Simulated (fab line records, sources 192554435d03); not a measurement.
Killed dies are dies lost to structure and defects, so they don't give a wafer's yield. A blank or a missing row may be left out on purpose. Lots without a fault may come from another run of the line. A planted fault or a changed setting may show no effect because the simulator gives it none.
Chamber matching | flow n5_finfet | N5_BEOL_M0_DEP_125 on pecvd-03: 3 sister chambers
The step deposits SiCN from 3MS/NH3, target thk 8 nm, time 14 s. 6 wafers are shown with their chamber, then 7 later ones without.

WAFERS WITH THEIR CHAMBER
wafer  | chamber | throttle_valve_pct (%) | showerhead_plenum_p_Torr (Torr)
L085.3 | 1       | 9.9                    | 3.677
L086.1 | 2       | 9.1                    | 3.661
L086.3 | 0       | 9.1                    | 3.663
L086.4 | 0       | 8.9                    | 3.663
L087.1 | 2       | 9.3                    | 3.670
L087.2 | 1       | 10.0                   | 3.684

WAFERS WITHOUT THEIR CHAMBER
wafer  | throttle_valve_pct (%) | showerhead_plenum_p_Torr (Torr)
L087.3 | 9.1                    | 3.666
L093.3 | 8.4                    | 3.669
L093.5 | 9.9                    | 3.688
L093.6 | 8.4                    | 3.663
L095.1 | 10.1                   | 3.681
L095.2 | 8.5                    | 3.659
L095.4 | 8.4                    | 3.666

WHICH CHAMBER EACH WENT THROUGH
wafer  | from the rows above     | in truth
L087.3 | can't be placed: 2 or 0 | 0
L093.3 | can't be placed: 0 or 2 | 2
L093.5 | 1                       | 1
L093.6 | can't be placed: 0 or 2 | 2
L095.1 | 1                       | 1
L095.2 | can't be placed: 0 or 2 | 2
L095.4 | can't be placed: 0 or 2 | 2
Placed correctly: 2 of 7. Can't be placed from these rows: 5 (the true chamber is among the candidates in 5). Placed wrongly: 0.
How it was worked out, from the rows above alone: a wafer's distance from a chamber is the root of the sum, over the readings, of the square of ((its reading less the chamber's mean) divided by the reading's scatter). The wafer belongs to the nearest chamber; if the next one is less than 2 further off, it can't be placed. A chamber's mean is the mean of its shown wafers. The scatter: the root of (the sum of the squares of (reading less its chamber's mean) over the shown wafers, divided by (wafers less chambers)).
